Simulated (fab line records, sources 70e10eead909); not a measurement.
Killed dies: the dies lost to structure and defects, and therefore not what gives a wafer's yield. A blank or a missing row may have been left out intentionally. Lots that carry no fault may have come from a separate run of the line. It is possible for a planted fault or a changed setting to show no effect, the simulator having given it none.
Matching of chambers | flow nand_harc | ald_hk-03 running NHARC_A_CHANNEL_FILL_D2_ALD_16: 4 sister chambers
The step deposits SiO2, target thk 1.5 nm, pulse time 10 s, ald cycles 15. 14 wafers are shown with their chamber, then 7 later ones without.

== WAFERS PAIRED WITH THEIR CHAMBERS ==
wafer  | chamber | heater_power_w (W) | precursor_pulse_height_rel
L077.1 | 0       | 557                | 0.962
L077.2 | 2       | 412                | 0.999
L077.5 | 2       | 395                | 1.005
L080.4 | 3       | 379                | 0.988
L080.5 | 1       | 452                | 0.995
L080.6 | 0       | 550                | 0.980
L081.2 | 0       | 538                | 0.979
L081.4 | 3       | 387                | 1.013
L081.5 | 2       | 401                | 0.999
L088.2 | 1       | 417                | 1.032
L088.3 | 0       | 544                | 1.015
L088.6 | 0       | 522                | 1.012
L090.1 | 3       | 399                | 1.016
L090.2 | 2       | 411                | 1.021

SIGNATURES (means of the wafers above)
reading                    | chamber 0 | chamber 1 | chamber 2 | chamber 3 | scatter within a chamber
heater_power_w             | 542.20    | 434.50    | 404.75    | 388.33    | 13.1
precursor_pulse_height_rel | 0.98960   | 1.01350   | 1.00600   | 1.00567   | 0.019
Rule: for a wafer and a chamber, the distance is found by dividing, reading by reading, the gap between the wafer's reading and the chamber's mean by the reading's scatter, squaring, summing and taking the root. If the next closest chamber is less than 2 further off than the closest, the wafer can't be placed; otherwise it belongs to the closest. The scatter: take each reading less its chamber's mean, square it, sum over the shown wafers, divide by the number of wafers less the number of chambers, and take the root.

== WAFERS WITH NO CHAMBER GIVEN ==
wafer  | heater_power_w (W) | precursor_pulse_height_rel
L090.3 | 534                | 1.004
L095.1 | 394                | 1.023
L095.2 | 425                | 0.986
L095.6 | 428                | 1.033
L096.1 | 552                | 1.016
L096.2 | 391                | 0.986
L096.5 | 540                | 0.982

== WHICH CHAMBER EACH WENT THROUGH ==
wafer  | from the rows above          | in truth
L090.3 | 0                            | 0
L095.1 | can't be placed: 3 or 2      | 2
L095.2 | can't be placed: 1 or 2 or 3 | 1
L095.6 | can't be placed: 1 or 2      | 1
L096.1 | 0                            | 0
L096.2 | can't be placed: 3 or 2      | 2
L096.5 | 0                            | 0
Correct placement for 3 of the 7. Unplaceable from these rows: 4, with the true chamber sitting among the candidates in 4. Placed wrongly: 0.
